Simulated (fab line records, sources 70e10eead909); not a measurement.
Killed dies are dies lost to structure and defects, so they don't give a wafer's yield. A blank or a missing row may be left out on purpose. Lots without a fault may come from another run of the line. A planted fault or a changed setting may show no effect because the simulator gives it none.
Which tool did it? | flow nand_harc | 6 lots, 18 wafers sampled, at 5 steps of a route of 1302

WHAT THE GAUGES READ, wafer by wafer
NHARC_END_SORT_01.
lot  | measured     | on        | killed_at_array
L949 | day 31 13:25 | prober-01 | 60 91 72
L956 | day 34 09:50 | prober-02 | 72 90 72

WHICH TOOL RAN EACH LOT (tool, then ch and the chambers of the sampled wafers, then the start)
lot  | NHARC_A_SLIT_DESCUM_14             | NHARC_A_WL_FILL_ALD_00           | NHARC_A_WL_FILL_RTA_01           | NHARC_A_WL_FILL_ETCHBACK_04
L934 | rie_diel-03 ch 0,1,3, day 20 15:44 | ald_hk-02 ch 0,2, day 21 06:46   | rtp_anneal-01 ch 0, day 21 07:00 | rie_metal-01 ch 0,1, day 21 08:01
L940 | rie_diel-09 ch 0,1,3, day 23 10:53 | ald_hk-03 ch 0,1,2, day 24 01:32 | rtp_anneal-02 ch 0, day 24 01:48 | rie_metal-01 ch 0,1, day 24 02:54
L949 | rie_diel-03 ch 0,3, day 27 01:10   | ald_hk-02 ch 0,1,2, day 27 16:15 | rtp_anneal-01 ch 0, day 27 16:31 | rie_metal-02 ch 0,1, day 27 17:32
L951 | rie_diel-09 ch 0,2,3, day 27 16:19 | ald_hk-02 ch 0,2, day 28 05:15   | rtp_anneal-01 ch 0, day 28 05:34 | rie_metal-01 ch 0,1, day 28 06:36
L953 | rie_diel-09 ch 1,2,3, day 28 12:55 | ald_hk-04 ch 0,1,2, day 29 02:52 | rtp_anneal-01 ch 0, day 29 03:07 | rie_metal-02 ch 0,1, day 29 04:26
L956 | rie_diel-09 ch 0,1,3, day 29 16:35 | ald_hk-04 ch 1,2, day 30 06:08   | rtp_anneal-01 ch 0, day 30 06:24 | rie_metal-01 ch 1, day 30 07:25
- NHARC_A_SLIT_DESCUM_14: chemistry O2, time 3 s.
- NHARC_A_WL_FILL_ALD_00: deposits Al2O3, target thk 3 nm, pulse time 3 s, ald cycles 30.
- NHARC_A_WL_FILL_RTA_01: time 5 s.
- NHARC_A_WL_FILL_ETCHBACK_04: etches the open film in NF3, target depth 60 nm, time 120 s.

THE ANSWER, worked out from the rows above alone
Rule: what is usual is taken from the lots themselves. Put in order of their means at a reading, lots are off if they are a third of the lots or fewer, leave a main group of 4 or more, and stand apart from it by a gap of 3 or more times the standard deviation of the main group's means; of several such gaps the widest counts. A main group whose means are all the same, to the digits that the tables above print for the reading, isn't used. A lot without any number at a reading at which 4 lots or more have one is off too. The other lots that the step has rows for count as sound.
No lot is off at any reading shown: from this, nothing can be told.

WHAT THE SIMULATOR HAD PUT IN
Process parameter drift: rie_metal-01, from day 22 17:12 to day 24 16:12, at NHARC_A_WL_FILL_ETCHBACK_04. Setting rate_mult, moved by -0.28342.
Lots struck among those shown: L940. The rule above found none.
